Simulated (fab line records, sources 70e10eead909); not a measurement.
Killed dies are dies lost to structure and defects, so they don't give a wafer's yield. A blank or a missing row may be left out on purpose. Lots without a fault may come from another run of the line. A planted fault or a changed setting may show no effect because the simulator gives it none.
fab line records | flow nand_harc
record lots=23 wafers=69 last_day=25
route steps=1159 shown A_WL_FILL@816 A_CONTACT@842
lots that met no fault: from a run of the same line without faults
start_h: hours from the record's first day to the start of the lot's first wafer shown | wait_h: hours since the lot's step before | " the same as in the row above | L1.1+2: a row that stands for several wafers | - no value, or no start given | * or withheld: withheld | < > ~ a bound
route shown NAME@n: a module of which the file shows steps, and the number in the route of the first | usual: mean/standard deviation of fault-free wafers | same: alike in all rows | chamber/n: place in a boat | sites: the reading at each site | _std_site: their standard deviation | _edge_site: outer sites' mean less inner sites' | radius_mm: how far each site lies from the wafer's centre | mask NAME#n: copy n | behind: the tool/chamber that last shaped the wafer | hold: why the lot was held/for how many hours/how that ended | device: the transistor (n, p or np) that didn't switch | end of line: the same wafers' tests at the end of the route | a step without rows: its recipe alone | killed: dies lost to structure and defects at the first sort, not the wafer's yield | map: a wafer's dies, x killed, . not, _ none there
set.NAME: the setting as run; set.NAME@STEP: as run at that earlier step | model.NAME: the simulator's own value behind a step, which no gauge read
steps of the route over a sample of lots; a table a step, a row a wafer
services: from which hour (start_h, from the record's first day; less than 0 if before it) a tool's chamber was out of use, for how many hours, and why
## steps
# step NHARC_A_WL_FILL_STRIP_27
# recipe power_w=1500 temp_c=250 time_s=20 chemistry=N2/H2
# usual drypump_motor_current_A=5.40/0.1 heater_power_w=325/9.4
# columns lot.wafer tool chamber start_h wait_h drypump_motor_current_A heater_power_w rf_hours_counter_h
L074.2 plasma_asher-01 0 344.45 0.1 5.57 327 21
L074.1 " 1 " " 5.42 332 21
L074.3 " 1 " " 5.42 337 -
L075.1 plasma_asher-02 0 347.05 0.6 5.28 312 54
L075.3 " 0 " " 5.28 304 -
L075.5 " 1 " " 5.43 307 -
L076.2 plasma_asher-02 1 351.45 0.4 5.42 302 58
L076.4 " 0 " " 5.30 301 -
L076.6 " 1 " " 5.43 309 -
L077.2 plasma_asher-02 1 355.93 0.2 5.38 299 60
L077.4 " 0 " " 5.28 308 -
L077.5 " 0 " " 5.27 311 -
L078.2 plasma_asher-01 1 369.02 0.1 5.42 330 30
L078.4 " 0 " " 5.56 322 -
L078.5 " 1 " " 5.45 335 -
L080.1 plasma_asher-02 1 382.52 0.1 5.41 319 2
L080.6 " 0 " " 5.29 329 -
L080.5 " 1 " " 5.39 319 -
L081.1 plasma_asher-02 0 385.34 0.1 5.29 331 3
L081.3 " 1 " " 5.42 321 -
L081.5 " 1 " " 5.41 325 -
L082.2 plasma_asher-02 1 393.44 0.1 5.45 322 5
L082.4 " 1 " " 5.43 317 -
L082.5 " 0 " " 5.28 329 -
L083.1 plasma_asher-02 1 394.36 0.1 5.43 328 6
L083.4 " 0 " " 5.29 336 -
L083.6 " 0 " " 5.29 330 -
L084.1 plasma_asher-02 0 397.43 0.4 5.28 337 7
L084.2 " 1 " " 5.42 324 7
L084.5 " 1 " " 5.42 325 -
L088.1 plasma_asher-01 1 401.58 0.1 5.43 337 41
L088.3 " 1 " " 5.43 342 -
L088.4 " 0 " " 5.58 330 -
L086.2 plasma_asher-02 1 401.79 0.2 5.44 317 8
L086.1 " 0 " " 5.29 325 8
L086.4 " 0 " " 5.29 333 -
L087.2 plasma_asher-02 0 411.87 0.2 5.27 325 13
L087.3 " 0 " " 5.27 332 -
L087.4 " 1 " " 5.40 318 -
L085.1 plasma_asher-02 1 412.00 0.3 5.41 317 13
L085.3 " 0 " " 5.29 324 -
L085.6 " 1 " " 5.46 320 -
L089.2 plasma_asher-02 1 429.58 0.1 5.39 318 18
L089.4 " 1 " " 5.36 332 -
L089.5 " 1 " " 5.36 322 -
L090.2 plasma_asher-01 1 432.09 0.1 5.44 326 51
L090.4 " 0 " " 5.57 323 -
L090.5 " 0 " " 5.58 334 -
L091.1 plasma_asher-02 0 432.37 0.1 5.29 331 19
L091.4 " 1 " " 5.44 329 -
L091.5 " 0 " " 5.27 331 -
L092.1 plasma_asher-01 0 440.29 0.2 5.60 325 55
L092.3 " 0 " " 5.58 326 -
L092.5 " 1 " " 5.42 334 -
L093.1 plasma_asher-01 0 444.48 0.2 5.57 323 55
L093.4 " 0 " " 5.55 329 -
L093.3 " 1 " " 5.44 334 -
L095.2 plasma_asher-01 0 448.32 0.1 5.57 327 56
L095.4 " 0 " " 5.55 323 -
L095.6 " 0 " " 5.57 328 -
L094.1 plasma_asher-01 1 448.45 0.1 5.44 328 57
L094.2 " 0 " " 5.55 328 57
L094.5 " 1 " " 5.45 334 -
L096.1 plasma_asher-02 0 466.99 0.1 5.30 329 33
L096.2 " 1 " " 5.38 328 33
L096.3 " 1 " " 5.38 321 -
L097.2 plasma_asher-02 0 494.60 0.2 5.28 339 42
L097.4 " 0 " " 5.31 328 -
L097.6 " 0 " " 5.30 329 -
# step NHARC_A_WL_FILL_ALD_10
# recipe target_thk_a=500 pulse_time_s=10 ald_cycles=500 temp_c=300 material=SiO2
# usual heater_power_w=483/46 precursor_pulse_height_rel=1.002/0.019
# columns lot.wafer tool chamber start_h wait_h heater_power_w precursor_pulse_height_rel
L074.3 ald_hk-04 2 349.98 0.1 468 0.996
L074.2 " 0 351.02 1.1 389 1.010
L074.1 " 1 " " 494 1.006
L075.3 ald_hk-01 1 350.50 0.6 461 1.021
L075.1 " 3 351.54 1.6 450 1.009
L075.5 " 1 352.58 2.7 452 0.997
L077.2 ald_hk-01 0 358.35 0.1 497 0.990
L077.4 " 1 " " 452 0.977
L077.5 " 0 360.43 2.1 501 0.979
L076.2 ald_hk-02 2 360.98 2.7 522 1.005
L076.4 " 1 362.52 4.2 474 1.016
L076.6 " 2 " " 518 0.988
L078.4 ald_hk-02 3 374.76 0.0 525 1.045
L078.2 " 0 " " 528 1.006
L078.5 " 0 377.30 2.6 521 1.022
L081.3 ald_hk-02 0 387.73 0.0 520 1.005
L081.1 " 1 " " 479 1.004
L081.5 " 0 389.77 2.1 524 0.992
L080.1 ald_hk-04 3 388.25 0.6 528 1.000
L080.6 " 2 389.81 2.1 473 0.997
L080.5 " 3 " " 523 0.994
L082.4 ald_hk-04 3 398.72 0.1 543 0.997
L082.2 " 2 400.27 1.6 469 0.982
L082.5 " 3 " " 519 1.022
L083.4 ald_hk-01 3 398.79 0.1 422 1.030
L083.1 " 0 " " 498 0.986
L083.6 " 3 400.86 2.2 450 0.982
L084.2 ald_hk-04 0 403.16 0.6 380 1.022
L084.1 " 1 " " 474 0.973
L084.5 " 0 405.22 2.6 383 0.975
L088.4 ald_hk-02 3 409.90 0.0 510 1.003
L088.1 " 0 " " 516 0.989
L088.3 " 1 " " 482 0.995
L086.4 ald_hk-04 0 409.91 0.1 381 1.011
L086.1 " 1 " " 478 1.011
L086.2 " 2 " " 482 1.002
L087.2 ald_hk-04 3 418.47 0.1 519 0.967
L087.4 " 0 " " 383 0.984
L087.3 " 1 " " 474 1.012
L085.3 ald_hk-02 1 419.50 1.1 480 1.009
L085.1 " 2 " " 533 1.003
L085.6 " 3 " " 505 1.006
L089.4 ald_hk-04 0 436.11 1.1 382 1.016
L089.2 " 1 " " 484 0.994
L089.5 " 2 " " 472 0.989
L090.4 ald_hk-04 0 438.18 3.2 383 1.035
L090.2 " 1 " " 485 1.016
L090.5 " 1 440.76 5.7 485 0.994
L091.4 ald_hk-02 0 438.94 3.9 531 1.023
L091.1 " 2 439.98 4.9 513 1.011
L091.5 " 3 " " 524 1.008
L092.3 ald_hk-01 3 446.34 0.6 456 1.021
L092.1 " 0 " " 500 1.006
L092.5 " 3 448.41 2.6 451 1.005
L093.1 ald_hk-02 1 449.95 0.1 472 1.035
L093.3 " 2 " " 528 1.006
L093.4 " 0 451.48 1.6 527 1.009
L094.2 ald_hk-02 2 453.58 0.1 523 1.022
L094.1 " 3 " " 511 0.989
L094.5 " 2 455.62 2.1 512 0.951
L095.4 ald_hk-04 3 454.09 0.6 536 0.995
L095.2 " 1 455.12 1.6 479 1.011
L095.6 " 2 " " 477 1.016
L096.1 ald_hk-02 2 472.49 0.1 481 1.007
L096.3 " 0 473.51 1.1 516 0.994
L096.2 " 1 " " 497 1.002
L097.2 ald_hk-04 2 503.05 0.4 481 1.008
L097.4 " 3 " " 526 1.006
L097.6 " 3 505.68 3.0 530 1.011
# step NHARC_A_CONTACT_DEP_28
# recipe target_thk_a=36000 temp_c=400 material=aC
# usual throttle_valve_pct=34.999/0.0093
# columns lot.wafer tool chamber start_h wait_h throttle_valve_pct
L075.1 acl_dep-01 0 367.05 0.4 34.988
L075.3 " 0 " " 35.003
L075.5 " 0 " " 35.016
L074.1 acl_dep-02 0 367.06 0.3 34.998
L074.2 " 0 " " 34.990
L074.3 " 0 " " 34.994
L077.2 acl_dep-02 0 378.12 2.9 35.000
L077.4 " 0 " " 34.985
L077.5 " 0 " " 35.006
L076.2 acl_dep-01 0 379.74 2.1 34.994
L076.4 " 0 " " 35.002
L076.6 " 0 " " 34.981
L078.2 acl_dep-02 0 392.08 0.4 35.013
L078.4 " 0 " " 34.975
L078.5 " 0 " " 34.996
L080.1 acl_dep-02 0 406.91 0.1 34.995
L080.5 " 0 408.38 1.5 34.984
L080.6 " 0 " " 34.996
L081.1 acl_dep-02 0 409.12 2.1 34.985
L081.3 " 0 " " 35.006
L081.5 " 0 " " 34.984
L083.1 acl_dep-02 0 418.71 1.6 34.984
L083.4 " 0 419.82 2.7 34.995
L083.6 " 0 " " 35.009
L082.2 acl_dep-01 0 418.73 1.7 34.995
L082.4 " 0 " " 34.995
L082.5 " 0 " " 35.003
L084.1 acl_dep-02 0 423.10 0.1 34.995
L084.2 " 0 " " 35.007
L084.5 " 0 424.60 1.5 35.013
L086.1 acl_dep-02 0 428.48 0.7 35.004
L086.2 " 0 " " 35.007
L086.4 " 0 " " 35.006
L088.1 acl_dep-03 0 429.34 1.5 34.978
L088.3 " 0 " " 34.984
L088.4 " 0 " " 35.001
L085.1 acl_dep-02 0 439.03 1.4 35.000
L085.3 " 0 " " 34.991
L085.6 " 0 440.87 3.2 35.003
L087.2 acl_dep-03 0 440.06 2.0 35.001
L087.3 " 0 " " 34.992
L087.4 " 0 " " 35.005
L089.2 acl_dep-02 0 453.96 0.4 35.006
L089.4 " 0 " " 34.999
L089.5 " 0 " " 34.997
L090.2 acl_dep-02 0 458.07 2.1 34.995
L090.4 " 0 " " 34.996
L090.5 " 0 " " 34.998
L091.1 acl_dep-01 0 459.60 1.6 34.999
L091.4 " 0 460.69 2.7 35.003
L091.5 " 0 " " 35.000
L092.1 acl_dep-01 0 462.53 0.1 35.021
L092.3 " 0 " " 35.008
L092.5 " 0 " " 35.009
L093.1 acl_dep-02 0 466.91 0.5 35.012
L093.3 " 0 " " 35.008
L093.4 " 0 " " 35.014
L095.2 acl_dep-03 0 476.02 3.8 34.999
L095.4 " 0 " " 35.001
L095.6 " 0 " " 35.016
L094.1 acl_dep-02 0 477.14 3.0 35.006
L094.2 " 0 " " 34.992
L094.5 " 0 478.62 4.4 34.994
L096.1 acl_dep-03 0 493.03 0.3 35.000
L096.2 " 0 " " 34.999
L096.3 " 0 " " 34.997
L097.2 acl_dep-03 0 522.45 1.0 34.975
L097.4 " 0 " " 34.991
L097.6 " 0 " " 35.003
# step NHARC_A_CONTACT_DESCUM_47
# recipe time_s=3 o2_flow_sccm=200 ar_flow_sccm=0 bias_power_w=0 chemistry=O2
# usual drypump_motor_current_A=5.8/0.42 oes_product_au=1.002/0.0086 rf_vpp_V=57.6/0.74 showerhead_plenum_p_Torr=1.89/0.056 throttle_valve_pct=11.311/0.008
# columns lot.wafer tool chamber start_h wait_h drypump_motor_current_A oes_product_au rf_hours_counter_h rf_vpp_V showerhead_plenum_p_Torr throttle_valve_pct
L074.1 rie_diel-13 1 370.14 0.1 5.2 0.995 36 57.6 1.86 11.312
L074.2 " 2 " " 5.6 1.005 35 57.8 1.98 11.309
L074.3 " 3 " " 5.6 1.003 35 56.7 1.86 11.322
L075.1 rie_diel-13 3 370.32 0.2 5.6 1.003 35 57.4 1.86 11.304
L075.3 " 0 " " 5.4 1.002 36 56.2 1.81 11.321
L075.5 " 2 " " 5.6 1.006 - 58.5 1.98 11.307
L077.2 rie_diel-08 0 380.94 0.1 6.3 0.985 26 57.4 1.92 11.308
L077.4 " 2 " " 5.5 1.004 17 59.2 1.95 11.301
L077.5 " 0 " " 6.3 0.983 - 57.0 1.92 11.300
L076.2 rie_diel-08 3 382.42 0.1 5.8 1.010 26 57.0 1.87 11.321
L076.4 " 1 " " 6.3 1.021 27 57.0 1.79 11.305
L076.6 " 2 " " 5.5 1.018 - 58.3 1.95 11.303
L078.2 rie_diel-11 0 394.74 0.1 6.0 1.000 5 58.1 1.91 11.309
L078.5 " 0 " " 6.0 1.003 - 58.0 1.91 11.304
L078.4 " 1 " " 6.6 0.998 - 58.3 1.92 11.320
L080.1 rie_diel-11 1 410.05 0.1 6.6 1.009 7 58.3 1.92 11.303
L080.5 " 1 " " 6.6 1.007 - 57.5 1.92 11.310
L080.6 " 2 " " 5.3 1.001 - 58.7 1.99 11.307
L081.3 rie_diel-08 2 412.23 0.1 5.5 1.005 30 58.1 1.95 11.298
L081.1 " 0 " " 6.3 0.979 38 58.4 1.92 11.319
L081.5 " 2 " " 5.5 1.002 - 57.2 1.95 11.305
L082.4 rie_diel-13 2 421.61 0.1 5.6 1.001 51 58.4 1.97 11.307
L082.2 " 3 " " 5.6 1.002 49 57.7 1.85 11.315
L082.5 " 2 " " 5.6 1.004 - 57.7 1.97 11.300
L083.4 rie_diel-11 3 421.93 0.1 6.0 1.004 9 58.2 1.86 11.305
L083.1 " 1 " " 6.6 1.006 9 57.9 1.92 11.314
L083.6 " 3 " " 6.0 1.003 - 56.7 1.86 11.295
L084.2 rie_diel-11 0 426.35 0.1 6.0 1.000 11 56.4 1.91 11.316
L084.1 " 2 " " 5.3 1.012 5 57.4 1.99 11.320
L084.5 " 0 " " 6.0 1.010 - 57.3 1.91 11.324
L086.4 rie_diel-11 3 431.71 0.1 6.0 0.995 13 56.5 1.86 11.309
L086.1 " 1 " " 6.6 0.994 13 56.9 1.92 11.308
L086.2 " 2 " " 5.3 0.997 8 57.5 1.98 11.314
L088.3 rie_diel-13 3 432.47 0.1 5.6 0.993 51 57.4 1.85 11.308
L088.1 " 0 " " 5.5 0.993 55 57.2 1.81 11.314
L088.4 " 2 " " 5.6 0.994 53 58.8 1.97 11.312
L085.1 rie_diel-08 3 442.04 0.1 5.8 1.003 48 58.2 1.87 11.319
L085.3 " 2 " " 5.5 1.010 42 58.0 1.94 11.308
L085.6 " 3 " " 5.8 1.020 - 55.8 1.87 11.312
L087.2 rie_diel-11 3 442.96 0.1 5.9 1.006 15 56.3 1.86 11.307
L087.3 " 2 " " 5.3 0.995 10 57.9 1.98 11.307
L087.4 " 3 " " 6.0 0.999 - 56.8 1.86 11.318
L089.4 rie_diel-08 2 456.78 0.1 5.6 1.009 48 57.3 1.94 11.297
L089.2 " 3 " " 5.8 1.003 56 57.1 1.86 11.309
L089.5 " 1 " " 6.3 1.014 - 57.0 1.78 11.308
L090.2 rie_diel-11 1 460.84 0.1 6.6 1.009 19 60.0 1.92 11.309
L090.4 " 2 " " 5.3 1.002 14 57.5 1.98 11.323
L090.5 " 0 " " 6.0 1.006 - 58.1 1.90 11.327
L091.1 rie_diel-11 1 462.59 0.1 6.6 1.008 19 57.2 1.92 11.305
L091.4 " 3 " " 6.0 1.002 21 56.9 1.86 11.305
L091.5 " 0 " " 6.0 0.990 - 57.4 1.90 11.317
L092.1 rie_diel-08 0 465.65 0.1 6.3 0.984 58 58.0 1.91 11.315
L092.3 " 1 " " 6.3 1.006 60 56.7 1.78 11.306
L092.5 " 1 " " 6.3 1.013 - 57.5 1.78 11.299
L093.3 rie_diel-13 2 470.01 0.1 5.6 1.015 2 57.9 1.97 11.308
L093.4 " 3 " " 5.6 1.000 2 57.4 1.85 11.315
L093.1 " 0 " " 5.4 0.993 2 57.6 1.80 11.307
L095.4 rie_diel-11 2 478.99 0.1 5.3 1.003 19 56.7 1.98 11.308
L095.2 " 0 " " 6.0 1.001 22 58.0 1.90 11.326
L095.6 " 2 " " 5.3 0.998 - 59.0 1.98 11.308
L094.1 rie_diel-13 2 480.17 0.1 5.6 1.013 7 56.8 1.96 11.297
L094.2 " 3 " " 5.6 0.996 6 56.6 1.85 11.316
L094.5 " 1 " " 5.2 1.004 - 57.5 1.85 11.320
L096.2 rie_diel-13 1 496.37 0.1 5.2 0.992 14 57.5 1.85 11.312
L096.3 " 2 " " 5.6 1.004 14 58.7 1.96 11.313
L096.1 " 3 " " 5.6 0.993 12 57.6 1.85 11.303
L097.2 rie_diel-13 0 525.36 0.1 5.5 0.989 18 57.0 1.80 11.310
L097.4 " 2 " " 5.6 0.999 24 57.4 1.96 11.303
L097.6 " 0 " " 5.4 0.981 - 57.3 1.80 11.314
# step NHARC_A_CONTACT_ETCH_50
# recipe target_depth_a=847 time_s=42.4 cf4_flow_sccm=100 chf3_flow_sccm=30 ar_flow_sccm=0 rf_w=500 bias_w=200 chemistry=CF4/CHF3
# usual drypump_motor_current_A=5.8/0.41 oes_product_au=0.947/0.02 rf_fwd_power_W=492.5/2.1 rf_vpp_V=370.0/1.8 showerhead_plenum_p_Torr=1.56/0.045 throttle_valve_pct=16.803/0.0095
# columns lot.wafer tool chamber start_h wait_h drypump_motor_current_A oes_product_au rf_fwd_power_W rf_hours_counter_h rf_vpp_V showerhead_plenum_p_Torr throttle_valve_pct
L074.3 rie_diel-13 0 - - 5.4 0.933 491.1 36 368.2 1.49 16.801
L074.1 " 2 " " 5.6 0.936 492.5 36 371.0 1.62 16.811
L074.2 " 3 " " 5.6 0.945 492.1 35 369.4 1.53 16.799
L075.3 rie_diel-13 1 - - 5.2 0.928 491.9 37 368.6 1.53 16.800
L075.1 " 3 " " 5.6 0.924 493.2 36 368.7 1.53 16.795
L075.5 " 2 " " 5.6 0.920 491.9 - 371.4 1.62 16.802
L077.2 rie_diel-08 1 - - 6.3 0.952 496.6 26 368.1 1.48 16.813
L077.4 " 2 " " 5.5 0.989 490.7 18 373.5 1.60 16.809
L077.5 " 3 " " 5.8 0.915 490.4 - 368.8 1.54 16.815
L076.2 rie_diel-08 2 - - 5.5 0.966 491.4 18 371.9 1.60 16.806
L076.4 " 3 " " 5.8 0.917 492.1 27 369.9 1.54 16.800
L076.6 " 3 " " 5.8 0.919 492.7 - 369.2 1.54 16.799
L078.2 rie_diel-11 1 - - 6.6 0.955 493.8 5 370.4 1.58 16.788
L078.4 " 0 " " 6.0 0.955 491.2 - 371.1 1.57 16.813
L078.5 " 3 " " 6.0 0.963 493.7 - 367.2 1.54 16.814
L080.1 rie_diel-11 0 - - 6.0 0.973 494.5 7 370.1 1.57 16.815
L080.5 " 2 " " 5.3 0.963 494.0 - 370.9 1.63 16.807
L080.6 " 3 " " 6.0 0.981 495.3 - 369.3 1.54 16.805
L081.1 rie_diel-08 2 - - 5.5 0.967 490.6 30 370.0 1.60 16.801
L081.3 " 0 " " 6.3 0.972 495.3 38 372.4 1.58 16.812
L081.5 " 3 " " 5.8 0.968 493.5 - 367.4 1.54 16.816
L082.4 rie_diel-13 2 - - 5.6 0.930 491.1 51 373.7 1.62 16.799
L082.2 " 3 " " 5.6 0.917 490.6 49 369.3 1.53 16.798
L082.5 " 1 " " 5.2 0.934 490.2 - 368.7 1.53 16.797
L083.1 rie_diel-11 1 - - 6.6 0.967 489.2 9 369.9 1.58 16.818
L083.4 " 2 " " 5.3 0.967 494.2 4 371.8 1.63 16.776
L083.6 " 0 " " 6.0 0.940 491.0 - 371.2 1.57 16.798
L084.1 rie_diel-11 2 - - 5.3 0.976 493.0 5 372.7 1.63 16.790
L084.2 " 1 " " 6.6 0.964 488.2 11 369.5 1.58 16.805
L084.5 " 3 " " 6.0 0.972 495.9 - 370.1 1.53 16.796
L086.1 rie_diel-11 0 - - 6.0 0.958 493.7 13 371.0 1.57 16.802
L086.4 " 1 " " 6.6 0.966 489.8 13 369.8 1.58 16.790
L086.2 " 2 " " 5.3 0.970 493.6 8 373.0 1.63 16.790
L088.1 rie_diel-13 3 - - 5.7 0.910 491.9 51 369.1 1.53 16.824
L088.3 " 0 " " 5.4 0.908 494.5 55 366.8 1.49 16.805
L088.4 " 1 " " 5.2 0.912 494.7 55 368.4 1.53 16.799
L085.1 rie_diel-08 2 - - 5.5 0.985 487.2 43 370.1 1.59 16.786
L085.3 " 0 " " 6.3 0.921 493.8 48 372.2 1.57 16.812
L085.6 " 2 " " 5.5 0.984 486.8 - 371.5 1.60 16.790
L087.2 rie_diel-11 2 - - 5.3 0.939 491.0 10 372.6 1.63 16.783
L087.3 " 3 " " 6.0 0.938 493.9 16 369.1 1.53 16.802
L087.4 " 1 " " 6.6 0.944 491.1 - 371.4 1.58 16.809
L089.2 rie_diel-08 1 - - 6.2 0.936 497.5 58 366.7 1.47 16.792
L089.4 " 0 " " 6.3 0.919 492.3 55 370.9 1.57 16.813
L089.5 " 2 " " 5.5 0.938 492.8 - 370.0 1.59 16.806
L090.2 rie_diel-11 2 - - 5.3 0.966 492.4 14 373.4 1.63 16.808
L090.4 " 3 " " 6.0 0.961 492.0 20 369.6 1.53 16.804
L090.5 " 2 " " 5.3 0.971 492.8 - 373.0 1.63 16.795
L091.1 rie_diel-11 2 - - 5.3 0.981 493.6 15 372.8 1.63 16.813
L091.4 " 0 " " 6.0 0.961 493.7 19 371.4 1.57 16.793
L091.5 " 2 " " 5.3 0.987 493.4 - 373.4 1.63 16.796
L092.1 rie_diel-08 3 - - 5.8 0.926 491.7 59 369.3 1.53 16.800
L092.3 " 0 " " 6.3 0.917 494.7 58 369.7 1.57 16.807
L092.5 " 0 " " 6.3 0.913 496.3 - 370.7 1.57 16.805
L093.1 rie_diel-13 0 - - 5.4 0.925 493.1 2 369.6 1.49 16.815
L093.4 " 1 " " 5.2 0.933 493.0 3 370.2 1.53 16.803
L093.3 " 3 " " 5.6 0.946 492.8 2 367.8 1.52 16.789
L095.2 rie_diel-11 0 - - 6.0 0.962 491.7 23 370.2 1.56 16.796
L095.4 " 1 " " 6.6 0.961 488.7 24 371.5 1.57 16.824
L095.6 " 3 " " 6.0 0.951 492.7 - 368.5 1.53 16.806
L094.1 rie_diel-13 3 - - 5.6 0.962 491.1 7 369.6 1.52 16.821
L094.2 " 1 " " 5.2 0.940 492.5 7 368.5 1.53 16.793
L094.5 " 2 " " 5.6 0.954 491.9 - 372.6 1.61 16.801
L096.2 rie_diel-13 1 - - 5.2 0.964 491.3 14 367.9 1.53 16.803
L096.3 " 2 " " 5.6 0.959 490.5 14 372.5 1.61 16.813
L096.1 " 3 " " 5.6 0.958 491.1 12 368.0 1.52 16.799
L097.4 rie_diel-13 1 - - 5.2 0.939 495.0 26 369.4 1.52 16.813
L097.2 " 2 " " 5.6 0.953 492.1 25 372.1 1.61 16.803
L097.6 " 1 " " 5.2 0.944 493.0 - 369.8 1.52 16.815
# step NHARC_A_CONTACT_ETCH_51
# recipe target_depth_a=36000 over_etch_frac=0.3 time_s=936 ion_energy_ev=150 o2_flow_sccm=400 cos_flow_sccm=20 ar_flow_sccm=0 rf_w=500 bias_w=300 chemistry=O2/COS
# usual drypump_motor_current_A=5.8/0.41 oes_product_au=1.002/0.0091 rf_fwd_power_W=499.5/1.5 rf_vpp_V=313.7/1.5 showerhead_plenum_p_Torr=3.09/0.089 throttle_valve_pct=28.328/0.0099
# columns lot.wafer tool chamber start_h wait_h drypump_motor_current_A oes_product_au rf_fwd_power_W rf_hours_counter_h rf_vpp_V showerhead_plenum_p_Torr throttle_valve_pct
L074.1 rie_diel-13 2 - - 5.6 1.000 500.7 36 314.5 3.22 28.332
L074.3 " 3 " " 5.6 0.995 498.6 36 313.5 3.04 28.317
L074.2 " 1 " " 5.2 1.008 500.6 37 314.2 3.04 28.324
L075.3 rie_diel-13 3 - - 5.6 0.994 500.2 36 313.2 3.04 28.327
L075.1 " 2 " " 5.7 0.997 501.2 36 314.8 3.22 28.322
L075.5 " 3 " " 5.6 0.994 500.6 - 312.6 3.04 28.331
L077.2 rie_diel-08 1 - - 6.3 1.018 500.5 26 310.7 2.94 28.329
L077.4 " 2 " " 5.5 1.005 502.0 18 316.9 3.18 28.316
L077.5 " 0 " " 6.3 0.987 496.1 - 314.7 3.13 28.319
L076.2 rie_diel-08 1 - - 6.2 1.022 502.7 27 312.3 2.94 28.345
L076.4 " 0 " " 6.3 0.990 498.4 27 313.5 3.13 28.324
L076.6 " 1 " " 6.3 1.017 499.0 - 313.0 2.93 28.316
L078.2 rie_diel-11 3 - - 6.0 1.002 498.1 5 313.5 3.05 28.321
L078.4 " 1 " " 6.6 0.996 499.5 - 314.4 3.13 28.332
L078.5 " 3 " " 6.0 1.007 499.8 - 313.3 3.05 28.322
L080.1 rie_diel-11 2 - - 5.3 1.000 499.6 3 314.8 3.23 28.332
L080.5 " 3 " " 6.0 1.015 497.6 - 312.9 3.05 28.321
L080.6 " 0 " " 6.0 1.011 500.1 - 314.2 3.11 28.310
L081.3 rie_diel-08 2 - - 5.6 1.011 499.6 30 315.4 3.17 28.331
L081.1 " 3 " " 5.8 1.008 498.9 38 313.7 3.05 28.324
L081.5 " 3 " " 5.8 1.012 499.6 - 314.8 3.05 28.329
L082.2 rie_diel-13 2 - - 5.6 1.002 498.5 51 314.6 3.21 28.327
L082.4 " 0 " " 5.4 0.996 500.5 53 312.6 2.96 28.330
L082.5 " 1 " " 5.1 1.014 496.3 - 311.7 3.04 28.336
L083.1 rie_diel-11 1 - - 6.6 1.001 499.1 10 313.5 3.13 28.342
L083.4 " 2 " " 5.3 1.001 501.7 5 316.1 3.23 28.325
L083.6 " 0 " " 6.0 1.004 498.4 - 313.3 3.11 28.346
L084.1 rie_diel-11 3 - - 6.0 1.005 498.3 11 312.9 3.04 28.337
L084.2 " 1 " " 6.6 0.996 500.0 11 315.0 3.13 28.331
L084.5 " 3 " " 6.0 1.013 498.2 - 313.4 3.04 28.340
L086.2 rie_diel-11 2 - - 5.3 1.015 497.1 8 316.2 3.23 28.334
L086.1 " 3 " " 6.0 1.007 500.6 13 313.9 3.04 28.341
L086.4 " 1 " " 6.6 1.003 498.9 13 314.2 3.13 28.340
L088.3 rie_diel-13 3 - - 5.6 0.995 500.0 51 312.5 3.03 28.330
L088.1 " 0 " " 5.4 0.982 499.7 55 311.0 2.96 28.335
L088.4 " 1 " " 5.2 1.009 500.5 55 312.1 3.03 28.321
L085.1 rie_diel-08 0 - - 6.2 0.991 497.5 48 314.6 3.12 28.331
L085.3 " 2 " " 5.6 0.998 499.2 43 314.9 3.17 28.332
L085.6 " 0 " " 6.3 0.987 496.9 - 314.8 3.12 28.318
L087.3 rie_diel-11 1 - - 6.6 0.985 501.5 15 313.0 3.13 28.342
L087.2 " 2 " " 5.3 0.999 500.3 10 314.9 3.23 28.321
L087.4 " 3 " " 6.0 1.003 497.2 - 313.2 3.04 28.312
L089.2 rie_diel-08 1 - - 6.2 1.017 498.1 58 311.7 2.92 28.321
L089.4 " 3 " " 5.8 1.011 499.3 57 313.5 3.04 28.331
L089.5 " 1 " " 6.2 1.017 501.2 - 310.7 2.92 28.335
L090.2 rie_diel-11 2 - - 5.3 0.999 498.4 14 316.8 3.23 28.327
L090.4 " 0 " " 6.0 0.999 498.8 18 313.2 3.11 28.323
L090.5 " 2 " " 5.3 0.998 498.8 - 315.3 3.23 28.344
L091.4 rie_diel-11 1 - - 6.6 1.007 500.3 20 314.2 3.13 28.323
L091.1 " 3 " " 6.0 1.002 496.7 21 314.8 3.04 28.326
L091.5 " 1 " " 6.6 1.018 500.1 - 313.5 3.13 28.334
L092.3 rie_diel-08 3 - - 5.8 0.994 497.9 60 312.3 3.04 28.327
L092.1 " 0 " " 6.2 0.977 500.5 58 314.2 3.11 28.336
L092.5 " 3 " " 5.8 1.001 501.6 - 313.9 3.04 28.331
L093.4 rie_diel-13 1 - - 5.2 1.004 499.5 3 312.0 3.03 28.321
L093.3 " 2 " " 5.6 0.999 500.1 2 316.4 3.20 28.335
L093.1 " 3 " " 5.6 1.004 501.5 2 312.8 3.02 28.317
L095.4 rie_diel-11 1 - - 6.6 1.006 501.3 24 314.6 3.12 28.331
L095.2 " 2 " " 5.3 1.011 503.0 19 313.8 3.23 28.327
L095.6 " 0 " " 6.0 0.994 501.4 - 313.9 3.10 28.334
L094.2 rie_diel-13 1 - - 5.2 1.002 497.8 8 312.0 3.03 28.331
L094.1 " 3 " " 5.6 1.008 500.4 7 312.8 3.02 28.314
L094.5 " 1 " " 5.2 1.006 499.0 - 313.4 3.03 28.310
L096.2 rie_diel-13 1 - - 5.2 1.006 499.5 14 311.8 3.03 28.328
L096.3 " 2 " " 5.6 1.003 496.9 14 315.4 3.20 28.329
L096.1 " 3 " " 5.6 1.002 497.6 12 312.0 3.02 28.314
L097.4 rie_diel-13 0 - - 5.5 0.997 498.3 19 312.4 2.94 28.303
L097.2 " 1 " " 5.2 0.996 498.2 26 311.1 3.02 28.335
L097.6 " 2 " " 5.6 1.009 501.2 - 314.2 3.19 28.324
## services
# columns tool chamber start_h hours kind
rie_diel-11 0 321.22 - clean
rie_diel-11 1 321.22 - clean
rie_diel-11 2 352.50 3.5 repair
acl_dep-02 - 352.84 13.0 pm
plasma_asher-02 - 357.98 4.5 repair
plasma_asher-02 - 362.52 9.0 pm
ald_hk-04 - 365.94 10.0 pm
rie_diel-11 - 366.63 9.0 pm
rie_diel-11 2 386.94 17.8 repair
acl_dep-03 - 406.40 13.0 pm
rie_diel-13 3 406.65 3.8 repair
ald_hk-01 - 406.68 10.0 pm
rie_diel-08 1 406.89 2.9 repair
ald_hk-04 - 414.73 2.1 repair
rie_diel-13 1 434.77 22.8 repair
rie_diel-11 0 437.48 8.0 repair
plasma_asher-01 - 453.32 9.0 pm
rie_diel-13 - 453.66 9.0 pm
ald_hk-02 - 458.09 10.0 pm
acl_dep-01 - 475.61 13.0 pm
ald_hk-04 - 477.34 2.2 repair
rie_diel-08 - 478.84 9.0 pm
plasma_asher-02 - 480.12 0.7 repair
rie_diel-13 0 490.67 14.3 repair
## key
fault none
